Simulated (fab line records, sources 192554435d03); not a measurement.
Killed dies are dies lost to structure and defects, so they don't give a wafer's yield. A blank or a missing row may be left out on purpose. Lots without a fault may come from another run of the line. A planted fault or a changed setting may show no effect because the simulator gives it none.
Chamber matching | flow n5_finfet | N5_BEOL_M2_ALD_84 on ald_metal-01: 4 sister chambers
The step deposits TaN, pulse time 2 s, purge time 3 s, co reactant purge time 2 s. 14 wafers are shown with their chamber, then 7 later ones without.

WAFERS WITH THEIR CHAMBER
wafer  | chamber | heater_power_w (W) | mfc_carrier_sccm (sccm)
L074.1 | 2       | 407                | 1496
L074.4 | 0       | 462                | 1503
L074.5 | 0       | 468                | 1503
L078.1 | 1       | 448                | 1499
L078.4 | 3       | 402                | 1501
L078.5 | 3       | 409                | 1502
L080.1 | 1       | 449                | 1496
L080.2 | 0       | 472                | 1497
L080.5 | 3       | 402                | 1498
L082.2 | 0       | 459                | 1501
L082.4 | 3       | 392                | 1502
L082.5 | 1       | 441                | 1498
L092.1 | 0       | 463                | 1497
L092.4 | 2       | 402                | 1505

SIGNATURES (means of the wafers above)
reading          | chamber 0 | chamber 1 | chamber 2 | chamber 3 | scatter within a chamber
heater_power_w   | 464.80    | 446.00    | 404.50    | 401.25    | 5.51
mfc_carrier_sccm | 1500.20   | 1497.67   | 1500.50   | 1500.75   | 3.04
Rule: a wafer's distance from a chamber is the root of the sum, over the readings, of the square of ((its reading less the chamber's mean) divided by the reading's scatter). The wafer belongs to the nearest chamber; if the next one is less than 2 further off, it can't be placed. The scatter: the root of (the sum of the squares of (reading less its chamber's mean) over the shown wafers, divided by (wafers less chambers)).

WAFERS WITHOUT THEIR CHAMBER
wafer  | heater_power_w (W) | mfc_carrier_sccm (sccm)
L092.5 | 405                | 1507
L096.1 | 456                | 1500
L096.3 | 449                | 1495
L096.5 | 396                | 1504
L097.2 | 396                | 1503
L097.4 | 463                | 1506
L097.6 | 451                | 1497

WHICH CHAMBER EACH WENT THROUGH
wafer  | from the rows above     | in truth
L092.5 | can't be placed: 2 or 3 | 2
L096.1 | can't be placed: 0 or 1 | 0
L096.3 | 1                       | 1
L096.5 | can't be placed: 3 or 2 | 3
L097.2 | can't be placed: 3 or 2 | 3
L097.4 | 0                       | 0
L097.6 | can't be placed: 1 or 0 | 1
Placed correctly: 2 of 7. Can't be placed from these rows: 5 (the true chamber is among the candidates in 5). Placed wrongly: 0.
